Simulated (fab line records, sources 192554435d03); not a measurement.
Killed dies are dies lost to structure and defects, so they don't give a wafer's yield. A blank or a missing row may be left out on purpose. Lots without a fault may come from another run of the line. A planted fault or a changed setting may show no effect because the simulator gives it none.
Chamber matching | flow n5_finfet | N5_BEOL_M0_SAQP_PECVD_04 on pecvd-01: 3 sister chambers
The step deposits a-Si from SiH4/He, target thk 60 nm, time 60.2 s. 3 wafers are shown with their chamber, then 10 later ones without.

WAFERS WITH THEIR CHAMBER
wafer  | chamber | showerhead_plenum_p_Torr (Torr)
L086.5 | 2       | 5.59
L087.1 | 0       | 5.65
L087.4 | 1       | 5.77

WAFERS WITHOUT THEIR CHAMBER
wafer  | showerhead_plenum_p_Torr (Torr)
L087.5 | 5.63
L089.1 | 5.64
L089.2 | 5.58
L089.4 | 5.76
L092.4 | 5.59
L092.5 | 5.76
L092.6 | 5.64
L096.1 | 5.64
L096.3 | 5.75
L096.4 | 5.61

WHICH CHAMBER EACH WENT THROUGH
wafer  | from the rows above     | in truth
L087.5 | can't be placed: 0 or 2 | 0
L089.1 | 0                       | 0
L089.2 | 2                       | 2
L089.4 | 1                       | 1
L092.4 | 2                       | 2
L092.5 | 1                       | 1
L092.6 | 0                       | 0
L096.1 | 0                       | 0
L096.3 | 1                       | 1
L096.4 | can't be placed: 2 or 0 | 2
Placed correctly: 8 of 10. Can't be placed from these rows: 2 (the true chamber is among the candidates in 2). Placed wrongly: 0.
How it was worked out, from the rows above alone: a wafer's distance from a chamber is the root of the sum, over the readings, of the square of ((its reading less the chamber's mean) divided by the reading's scatter). The wafer belongs to the nearest chamber; if the next one is less than 2 further off, it can't be placed. A chamber's mean is the mean of its shown wafers. The scatter: with one shown wafer a chamber, the root of the mean of the squares of how far each hidden wafer lies from its nearest shown one.
